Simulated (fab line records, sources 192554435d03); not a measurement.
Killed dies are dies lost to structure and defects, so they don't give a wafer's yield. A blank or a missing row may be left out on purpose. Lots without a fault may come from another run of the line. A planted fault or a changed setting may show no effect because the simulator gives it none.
Chamber matching | flow n5_finfet | N5_GATE_CUT_ETCH_37 on rie_diel-04: 4 sister chambers
The step etches SOC in N2/H2, target depth 60 nm, overetch 12 nm, time 90 s. 18 wafers are shown with their chamber, then 9 later ones without.

WAFERS WITH THEIR CHAMBER
wafer  | chamber | showerhead_plenum_p_Torr (Torr) | drypump_motor_current_A (A) | throttle_valve_pct (%)
L077.3 | 1       | 2.52                            | 5.3                         | 17.74
L077.4 | 3       | 2.49                            | 5.2                         | 17.76
L077.6 | 2       | 2.43                            | 5.7                         | 18.43
L080.4 | 3       | 2.49                            | 5.1                         | 17.79
L080.5 | 1       | 2.52                            | 5.3                         | 17.74
L080.6 | 0       | 2.55                            | 5.9                         | 18.20
L082.2 | 1       | 2.52                            | 5.3                         | 17.75
L082.4 | 3       | 2.49                            | 5.1                         | 17.80
L082.5 | 2       | 2.43                            | 5.7                         | 18.45
L083.1 | 0       | 2.55                            | 5.9                         | 18.21
L083.4 | 2       | 2.43                            | 5.7                         | 18.46
L083.6 | 2       | 2.43                            | 5.7                         | 18.45
L085.1 | 1       | 2.51                            | 5.3                         | 17.76
L085.2 | 0       | 2.55                            | 5.9                         | 18.22
L085.3 | 2       | 2.43                            | 5.7                         | 18.47
L086.2 | 3       | 2.49                            | 5.1                         | 17.79
L086.3 | 0       | 2.55                            | 5.9                         | 18.20
L086.4 | 1       | 2.51                            | 5.3                         | 17.77

SIGNATURES (means of the wafers above)
reading                  | chamber 0 | chamber 1 | chamber 2 | chamber 3 | scatter within a chamber
showerhead_plenum_p_Torr | 2.5500    | 2.5160    | 2.4300    | 2.4900    | 0.00293
drypump_motor_current_A  | 5.900     | 5.300     | 5.700     | 5.125     | 0.0231
throttle_valve_pct       | 18.2075   | 17.7520   | 18.4520   | 17.7850   | 0.014
Rule: a wafer's distance from a chamber is the root of the sum, over the readings, of the square of ((its reading less the chamber's mean) divided by the reading's scatter). The wafer belongs to the nearest chamber; if the next one is less than 2 further off, it can't be placed. The scatter: the root of (the sum of the squares of (reading less its chamber's mean) over the shown wafers, divided by (wafers less chambers)).

WAFERS WITHOUT THEIR CHAMBER
wafer  | showerhead_plenum_p_Torr (Torr) | drypump_motor_current_A (A) | throttle_valve_pct (%)
L088.1 | 2.55                            | 5.9                         | 18.24
L088.4 | 2.48                            | 5.1                         | 17.80
L088.5 | 2.49                            | 5.2                         | 17.81
L090.1 | 2.51                            | 5.2                         | 17.78
L090.3 | 2.55                            | 5.9                         | 18.23
L090.6 | 2.48                            | 5.2                         | 17.80
L091.1 | 2.51                            | 5.3                         | 17.80
L091.2 | 2.48                            | 5.2                         | 17.83
L091.4 | 2.42                            | 5.7                         | 18.47

WHICH CHAMBER EACH WENT THROUGH
wafer  | from the rows above | in truth
L088.1 | 0                   | 0
L088.4 | 3                   | 3
L088.5 | 3                   | 3
L090.1 | 1                   | 1
L090.3 | 0                   | 0
L090.6 | 3                   | 3
L091.1 | 1                   | 1
L091.2 | 3                   | 3
L091.4 | 2                   | 2
Placed correctly: 9 of 9. Can't be placed from these rows: 0. Placed wrongly: 0.
